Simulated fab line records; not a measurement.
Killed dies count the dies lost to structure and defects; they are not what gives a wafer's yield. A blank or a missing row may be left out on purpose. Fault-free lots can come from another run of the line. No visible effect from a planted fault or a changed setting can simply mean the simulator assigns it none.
fab line records ; flow nand-harc
record: lots: 5; wafers: 15; last-day: 24
route steps=1159 shown P_ZERO_WELL@14 END@1159
lots with no fault: from the same line, run without faults
start-h: hours from the record's first day to the start of the lot's first wafer shown ; wait-h: how many hours have passed since the lot's step before this one ; " same as the row above ; L1.1+2: several wafers, shown together as one row ; - either no value or no given start ; * or withheld: withheld ; < > ~ a bound
route shown NAME@n: NAME is a module with steps in the file, n the number in the route of the first one ; usual: the fault-free wafers' mean and standard deviation ; same: alike in all rows ; chamber/n: place in a boat ; sites: readings site by site ; _std_site: standard deviation across them ; _edge_site: mean of outer sites minus mean of inner sites ; radius-mm: how far each site lies from the wafer's centre ; mask NAME#n: copy n ; behind: tool/chamber where the wafer was last shaped ; hold: cause of the lot's hold/its duration in hours/its outcome ; device: names the non-switching transistor (n, p or np) ; end of line: at the end of the route, the tests of the same wafers ; a step with no rows: only its recipe ; killed: count of dies lost to structure and defects at first sort (not the wafer's yield) ; map: per-die view of a wafer (x killed, . not killed, _ where there is no die)
set.NAME: the setting the step ran with; set.NAME@STEP: the setting that earlier step ran with ; model.NAME: the simulator's own value behind a step, which no gauge read
lots at some steps of the route; a table a step, a row a wafer
services: from which hour (start-h, from the record's first day; less than 0 if before it) a tool's chamber was out of use, for how many hours, and why
== steps ==
step: NHARC_P_ZERO_WELL_CD_MEAS_11
recipe: target-cd-nm: 500; landing-energy-ev: 500
usual: cd-nm: 500.4/2.6
lot.wafer;tool;chamber;start-h;wait-h;cd-nm
L994.2;cd-sem-01;0;49.12;-;496.7
L994.3;cd-sem-01;0;49.12;-;503.2
L994.6;cd-sem-01;0;49.12;-;501.6
L998.1;cd-sem-01;0;73.25;-;502.6
L998.2;cd-sem-01;0;73.25;-;495.8
L998.6;cd-sem-01;0;73.25;-;497.7
L106.1;cd-sem-02;0;121.11;-;506.0
L106.2;cd-sem-02;0;121.11;-;501.9
L106.3;cd-sem-02;0;121.11;-;502.9
L107.4;cd-sem-01;0;127.12;-;498.9
L107.5;cd-sem-01;0;127.12;-;497.6
L107.6;cd-sem-01;0;127.12;-;498.8
L110.2;cd-sem-03;0;145.24;-;502.1
L110.3;cd-sem-03;0;145.24;-;498.1
L110.5;cd-sem-03;0;145.24;-;499.6
step: NHARC_P_ZERO_WELL_HARDBAKE_12
recipe: temp-c: 118; time-s: 65
step: NHARC_P_ZERO_WELL_DESCUM_13
recipe: time-s: 3; o2-flow-sccm: 200; ar-flow-sccm: 0; bias-power-w: 0; chemistry: O2
usual: drypump-motor-current-A: 5.8/0.45; oes-product-au: 0.998/0.015; rf-vpp-V: 58.0/0.92; showerhead-plenum-p-Torr: 1.97/0.078; throttle-valve-pct: 11.311/0.0093
same: time-s: 3
lot.wafer;tool;chamber;start-h;wait-h;drypump-motor-current-A;oes-product-au;rf-hours-counter-h;rf-vpp-V;showerhead-plenum-p-Torr;throttle-valve-pct
L994.3;rie-diel-07;3;49.27;-;6.5;0.987;9.7;59.3;2.04;11.313
L994.2;rie-diel-07;1;49.27;-;5.6;1.006;9.3;59.1;2.04;11.309
L994.6;rie-diel-07;0;49.27;-;5.2;1.026;-;57.3;1.81;11.314
L998.2;rie-diel-07;2;73.41;-;5.0;1.013;0.1;57.0;2.05;11.304
L998.1;rie-diel-07;3;73.41;-;6.4;0.980;1.3;57.1;2.03;11.317
L998.6;rie-diel-07;2;73.41;-;4.9;1.012;-;58.0;2.05;11.313
L106.1;rie-diel-07;2;121.27;-;5.0;1.019;4.4;58.0;2.05;11.307
L106.2;rie-diel-07;3;121.27;-;6.5;0.989;6.7;58.5;2.03;11.313
L106.3;rie-diel-07;0;121.27;-;5.2;1.011;6.6;56.1;1.81;11.316
L107.4;rie-diel-11;2;127.30;-;5.8;1.013;10.4;59.5;1.95;11.306
L107.6;rie-diel-11;3;127.30;-;5.8;1.005;-;59.1;1.98;11.312
L107.5;rie-diel-11;0;127.30;-;5.6;0.987;-;58.6;1.85;11.309
L110.2;rie-diel-08;3;145.41;-;6.4;0.990;1.2;58.6;2.01;11.301
L110.3;rie-diel-08;3;145.41;-;6.5;0.989;-;57.8;2.01;11.304
L110.5;rie-diel-08;2;145.41;-;5.4;0.988;-;58.4;2.00;11.307
step: NHARC_P_ZERO_WELL_ETCH_65
recipe: target-depth-a: 800; overetch-a: 240; time-s: 87.88; ion-energy-ev: 200; n2-flow-sccm: 150; h2-flow-sccm: 150; ar-flow-sccm: 0; rf-w: 400; bias-w: 150; chemistry: N2/H2
usual: drypump-motor-current-A: 5.8/0.44; oes-product-au: 0.998/0.014; rf-fwd-power-W: 396.6/1.5; rf-vpp-V: 432.0/2.5; showerhead-plenum-p-Torr: 2.10/0.088; throttle-valve-pct: 14.171/0.0095
same: time-s: 87.88
lot.wafer;tool;chamber;start-h;wait-h;drypump-motor-current-A;oes-product-au;rf-fwd-power-W;rf-hours-counter-h;rf-vpp-V;showerhead-plenum-p-Torr;throttle-valve-pct
L994.2;rie-diel-07;0;49.37;0.1;5.2;1.038;395.6;9.4;427.5;1.93;14.163
L994.3;rie-diel-07;1;49.37;0.1;5.6;1.026;397.1;9.3;433.1;2.18;14.172
L994.6;rie-diel-07;0;49.37;0.1;5.2;1.035;395.9;-;426.9;1.93;14.172
L998.1;rie-diel-07;3;73.49;0.1;6.5;0.985;397.7;1.3;433.6;2.17;14.163
L998.2;rie-diel-07;0;73.49;0.1;5.2;1.035;394.6;1.3;428.3;1.92;14.160
L998.6;rie-diel-07;0;73.49;0.1;5.2;1.032;394.1;-;429.0;1.93;14.168
L106.1;rie-diel-07;3;121.35;0.1;6.5;0.990;394.5;6.7;434.9;2.17;14.159
L106.2;rie-diel-07;0;121.35;0.1;5.2;1.031;393.8;6.6;427.8;1.92;14.174
L106.3;rie-diel-07;2;121.35;0.1;5.0;1.022;398.9;4.4;433.9;2.19;14.170
L107.4;rie-diel-11;2;127.36;0.1;5.8;1.000;396.1;10.4;430.3;2.08;14.168
L107.6;rie-diel-11;1;127.36;0.1;6.0;0.978;394.9;-;430.8;2.10;14.166
L107.5;rie-diel-11;2;127.36;0.1;5.8;0.998;395.8;-;431.8;2.08;14.178
L110.2;rie-diel-08;3;145.53;0.1;6.4;0.992;394.1;1.2;433.6;2.15;14.175
L110.3;rie-diel-08;3;145.53;0.1;6.4;0.998;395.7;-;433.4;2.15;14.160
L110.5;rie-diel-08;2;145.53;0.1;5.5;1.005;395.7;-;433.6;2.14;14.187
step: NHARC_P_ZERO_WELL_ETCH_62
recipe: target-depth-a: 130; time-s: 6.5; chf3-flow-sccm: 50; ar-flow-sccm: 200; rf-w: 500; bias-w: 200; chemistry: CHF3/Ar
usual: drypump-motor-current-A: 5.8/0.45; oes-product-au: 0.961/0.019; rf-fwd-power-W: 487.8/1.8; rf-vpp-V: 371.9/2.3; showerhead-plenum-p-Torr: 2.41/0.094; throttle-valve-pct: 20.216/0.0091
same: time-s: 6.5
lot.wafer;tool;chamber;start-h;wait-h;drypump-motor-current-A;oes-product-au;rf-fwd-power-W;rf-hours-counter-h;rf-vpp-V;showerhead-plenum-p-Torr;throttle-valve-pct
L994.2;rie-diel-07;3;-;-;6.5;0.946;489.6;9.8;372.7;2.49;20.210
L994.3;rie-diel-07;0;-;-;5.2;0.992;488.1;9.4;368.3;2.22;20.220
L994.6;rie-diel-07;3;-;-;6.5;0.959;489.8;-;374.2;2.49;20.210
L998.1;rie-diel-07;1;-;-;5.6;0.946;488.6;1.3;374.6;2.50;20.217
L998.2;rie-diel-07;3;-;-;6.5;0.960;488.0;1.3;373.5;2.49;20.202
L998.6;rie-diel-07;2;-;-;5.0;0.966;489.3;-;374.4;2.50;20.199
L106.2;rie-diel-07;3;-;-;6.5;0.963;490.8;6.8;374.0;2.48;20.217
L106.1;rie-diel-07;0;-;-;5.2;0.994;487.8;6.7;367.4;2.22;20.210
L106.3;rie-diel-07;2;-;-;5.0;0.981;486.1;4.4;373.0;2.50;20.211
L107.4;rie-diel-11;0;-;-;5.6;0.952;491.4;9.1;369.0;2.27;20.222
L107.5;rie-diel-11;3;-;-;5.7;0.958;488.9;-;372.5;2.42;20.219
L107.6;rie-diel-11;0;-;-;5.6;0.946;490.1;-;368.0;2.27;20.217
L110.2;rie-diel-08;3;-;-;6.5;0.942;488.5;1.3;373.1;2.46;20.225
L110.3;rie-diel-08;3;-;-;6.5;0.949;486.1;-;371.4;2.46;20.218
L110.5;rie-diel-08;3;-;-;6.5;0.940;486.2;-;372.3;2.46;20.207
step: NHARC_P_ZERO_WELL_ETCH_63
recipe: target-depth-a: 1200; time-s: 40.1; hbr-flow-sccm: 150; cl2-flow-sccm: 50; rf-w: 400; icp-w: 400; bias-w: 100; chemistry: HBr/Cl2
usual: drypump-motor-current-A: 5.8/0.48; hbr-flow-sccm: 150.0/0.46; he-backside-leak-sccm: 2.73/0.2; oes-product-au: 0.995/0.012; rf-fwd-power-W: 395.4/1.6; throttle-valve-pct: 26.406/0.0089
same: time-s: 40.1
lot.wafer;tool;chamber;start-h;wait-h;drypump-motor-current-A;hbr-flow-sccm;he-backside-leak-sccm;oes-product-au;rf-fwd-power-W;rf-hours-counter-h;throttle-valve-pct
L994.2;rie-si-02;1;49.54;-;5.2;149.4;2.87;1.013;396.7;0.0;26.397
L994.3;rie-si-02;2;49.54;-;5.2;150.6;2.97;1.019;396.4;0.1;26.420
L994.6;rie-si-02;1;49.54;-;5.2;149.8;2.85;1.001;396.3;-;26.406
L998.1;rie-si-03;1;73.69;-;6.0;149.7;2.73;1.010;395.3;0.7;26.403
L998.2;rie-si-03;2;73.69;-;5.8;150.4;2.51;0.996;392.5;0.8;26.408
L998.6;rie-si-03;3;73.69;-;6.2;149.6;2.73;1.001;395.3;-;26.423
L106.3;rie-si-06;3;121.52;-;6.1;149.8;2.72;1.004;394.7;1.2;26.405
L106.1;rie-si-06;1;121.52;-;5.2;149.4;2.80;0.967;395.4;1.0;26.414
L106.2;rie-si-06;2;121.52;-;6.2;150.7;2.65;0.999;398.4;0.9;26.408
L107.4;rie-si-02;0;127.56;-;4.9;150.2;2.82;0.985;395.8;0.8;26.419
L107.5;rie-si-02;2;127.56;-;5.2;150.5;3.00;1.015;395.9;-;26.413
L107.6;rie-si-02;3;127.56;-;5.0;150.3;2.92;0.999;397.9;-;26.394
L110.3;rie-si-06;2;145.79;-;6.2;149.6;2.49;0.995;396.2;1.1;26.416
L110.2;rie-si-06;3;145.79;-;6.1;150.2;2.75;0.995;396.1;1.3;26.414
L110.5;rie-si-06;0;145.79;-;5.9;150.1;2.60;0.983;395.5;-;26.422
step: NHARC_P_ZERO_WELL_STRIP_15
recipe: time-s: 900; temp-c: 130; chemistry: SPM
step: NHARC_P_ZERO_WELL_DEHYDRATE_16
recipe: temp-c: 150; time-s: 120
step: NHARC_P_ZERO_WELL_HMDS_17
recipe: time-s: 30
step: NHARC_P_ZERO_WELL_COAT_18
recipe: spin-rpm: withheld
step: NHARC_P_ZERO_WELL_SOFTBAKE_19
recipe: temp-c: 122; time-s: 95
step: NHARC_P_ZERO_WELL_EBR_20
step: NHARC_P_ZERO_WELL_EXPOSE_21
recipe: na: 0.6; target-cd-nm: 720; dose-mj: 22.31; mask-id: P_NWELL
lot.wafer;tool;chamber;start-h;wait-h;mask
L994.2+3+6;krf-scanner-03;0;50.31;-;P_NWELL#0
L998.1+2+6;krf-scanner-03;0;74.43;-;P_NWELL_R1#0
L106.1+2+3;krf-scanner-02;0;122.29;-;P_NWELL#0
L107.4+5+6;krf-scanner-02;0;128.19;-;P_NWELL#0
L110.2+3+5;krf-scanner-03;0;146.59;-;P_NWELL#0
step: NHARC_P_ZERO_WELL_PEB_22
recipe: peb-temp-c: 118; peb-time-s: 85
step: NHARC_P_ZERO_WELL_DEVELOP_23
recipe: time-s: 70
step: NHARC_P_ZERO_WELL_CD_MEAS_24
recipe: target-cd-nm: 720; landing-energy-ev: 500
usual: cd-nm: 719.9/2.7
lot.wafer;tool;chamber;start-h;wait-h;cd-nm
L994.2;cd-sem-01;0;50.47;-;723.2
L994.3;cd-sem-01;0;50.47;-;720.7
L994.6;cd-sem-01;0;50.47;-;719.2
L998.1;cd-sem-03;0;74.59;-;702.7
L998.2;cd-sem-03;0;74.59;-;705.4
L998.6;cd-sem-03;0;74.59;-;703.2
L106.1;cd-sem-03;0;122.45;-;718.3
L106.2;cd-sem-03;0;122.45;-;720.1
L106.3;cd-sem-03;0;122.45;-;720.2
L107.4;cd-sem-02;0;128.34;-;720.0
L107.5;cd-sem-02;0;128.34;-;723.9
L107.6;cd-sem-02;0;128.34;-;723.1
L110.2;cd-sem-02;0;146.74;-;720.6
L110.3;cd-sem-02;0;146.74;-;718.4
L110.5;cd-sem-02;0;146.74;-;718.9
step: NHARC_P_ZERO_WELL_HARDBAKE_25
recipe: temp-c: 125; time-s: 80
step: NHARC_P_ZERO_WELL_DESCUM_26
recipe: time-s: 3; o2-flow-sccm: 200; ar-flow-sccm: 0; bias-power-w: 0; chemistry: O2
usual: drypump-motor-current-A: 5.8/0.4; oes-product-au: 0.999/0.013; rf-vpp-V: 58.0/0.85; showerhead-plenum-p-Torr: 1.96/0.076; throttle-valve-pct: 11.311/0.008
same: time-s: 3
lot.wafer;tool;chamber;start-h;wait-h;drypump-motor-current-A;oes-product-au;rf-hours-counter-h;rf-vpp-V;showerhead-plenum-p-Torr;throttle-valve-pct;model.P_ZERO_WELL.cd-nm
L994.3;rie-diel-11;0;50.64;-;5.6;0.996;2.5;56.5;1.85;11.313;719.6
L994.2;rie-diel-11;1;50.64;-;6.0;0.966;3.1;58.6;1.97;11.315;723
L994.6;rie-diel-11;0;50.64;-;5.6;0.990;-;57.5;1.85;11.308;718.8
L998.2;rie-diel-08;1;74.75;-;6.1;1.001;7.7;58.3;1.85;11.313;705.1
L998.1;rie-diel-08;2;74.75;-;5.5;1.018;8.2;59.1;2.00;11.296;702.2
L998.6;rie-diel-08;2;74.75;-;5.5;1.024;-;59.1;2.00;11.310;702.5
L106.1;rie-diel-11;0;122.61;-;5.6;0.990;8.6;56.6;1.85;11.306;718.7
L106.2;rie-diel-11;1;122.61;-;6.0;0.975;9.7;57.8;1.97;11.318;719.8
L106.3;rie-diel-11;3;122.61;-;5.7;1.010;9.5;59.2;1.98;11.310;720.2
L107.4;rie-diel-11;3;128.53;-;5.7;1.012;10.1;57.7;1.98;11.304;719.8
L107.5;rie-diel-11;0;128.53;-;5.5;0.984;-;58.4;1.85;11.317;723.4
L107.6;rie-diel-11;1;128.53;-;5.9;0.975;-;57.9;1.97;11.333;722
L110.3;rie-diel-07;3;146.90;-;6.5;0.982;8.4;55.5;2.03;11.302;717.3
L110.2;rie-diel-07;0;146.90;-;5.2;1.029;8.8;57.3;1.81;11.318;720.3
L110.5;rie-diel-07;0;146.90;-;5.2;1.036;-;57.3;1.81;11.322;718.9
step: NHARC_P_ZERO_WELL_IMPLANT_27
recipe: energy-kev: 600; dose-cm2: 1e+13; tilt-deg: 7
step: NHARC_END_SORT_01
recipe: temp-c: 25
usual: killed-at-array: 28/11; killed-at-other: 0.5/0.87; killed-at-periphery: 2.9/2.2; killed-dies: 32/11; killed-open: 3.2/1.9; killed-short: 1.8/1.4
same: gross-dies: 677
lot.wafer;tool;chamber;start-h;wait-h;killed-at-array;killed-at-other;killed-at-periphery;killed-dies;killed-open;killed-short
L998.2;prober-02;0;499.88;2.8;14;0;2;16;3;3
L998.6;prober-02;0;503.07;4.0;22;0;4;26;7;3
killed by level:class
L998.2 A_WL_FILL:chamber-film-flake=4 P_GATE:geometric-particle:open=2 A_WL_FILL:geometric-particle:short=2 A_STAIRCASE:chamber-film-flake=2 A_CONTACT:chamber-film-flake=2 A_SOURCE_PLATE:geometric-particle:open=1 A_CHANNEL_FILL_D1:geometric-particle:short=1 A_ZERO_WELL:chamber-film-flake=1
L998.6 A_CHANNEL_HOLE_D1:chamber-film-flake=8 A_CONTACT:chamber-film-flake=3 A_ONON_D1:geometric-particle:short=2 P_ZERO_WELL:chamber-film-flake=2 A_WL_FILL:chamber-film-flake=2 P_GATE:geometric-particle:open=1 P_M0:geometric-particle:open=1 A_SOURCE_PLATE:geometric-particle:open=1
== services ==
tool;chamber;start-h;hours;kind
rie-diel-07;0;30.36;-;clean
rie-diel-07;1;30.36;-;clean
rie-diel-07;2;30.36;-;clean
rie-diel-07;3;30.36;-;clean
rie-si-02;-;34.00;9.0;pm
krf-scanner-02;-;38.00;4.0;pm
rie-diel-07;-;51.33;9.0;pm
rie-diel-07;0;51.33;9.0;vent-cycle
rie-diel-07;1;51.33;9.0;vent-cycle
rie-diel-07;2;51.33;9.0;vent-cycle
rie-diel-07;3;51.33;9.0;vent-cycle
rie-diel-11;0;54.80;4.0;repair
krf-scanner-03;-;58.42;5.8;repair
rie-diel-07;0;60.33;-;clean
rie-diel-07;1;60.33;-;clean
rie-diel-07;2;60.78;8.5;repair
rie-si-06;2;62.60;7.8;repair
rie-diel-08;-;78.83;0.8;repair
rie-si-03;-;93.40;0.8;repair
rie-diel-08;0;94.04;132.0;repair
rie-diel-07;-;101.47;1.5;repair
rie-diel-08;-;124.88;9.0;pm
rie-diel-08;1;141.25;6.0;repair
krf-scanner-02;-;143.20;0.4;repair
== key ==
first-sign: step: NHARC_P_ZERO_WELL_EXPOSE_21; reading: mask; direction: changed
effect: step: NHARC_P_ZERO_WELL_CD_MEAS_24; reading: cd-nm; direction: down; sigmas: 6; usual: 719.9; struck: 703.8
model-effect: step: NHARC_P_ZERO_WELL_DESCUM_26; value: P_ZERO_WELL.cd-nm; without: 719.5; struck: 703.3
met-at NHARC_P_ZERO_WELL_EXPOSE_21
struck-wafers L998.1,L998.2,L998.6
tester-left-out L998
onset-between 50.31 74.43
fault: kind: wrong-mask; tool: any; chamber: -; onset-h: 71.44; steps: NHARC_P_ZERO_WELL_EXPOSE_21; aux-copy: P_NWELL_R1#0; cd-offset-nm: -16.15; scope: struck-lots-only
tester-left-out: of these lots the tester's yield and bins aren't shown, on N5 and GAA mostly nor the transistor test; their killed dies are dies lost to structure and defects alone, not to doping, threshold or leakage, so they don't give the yield
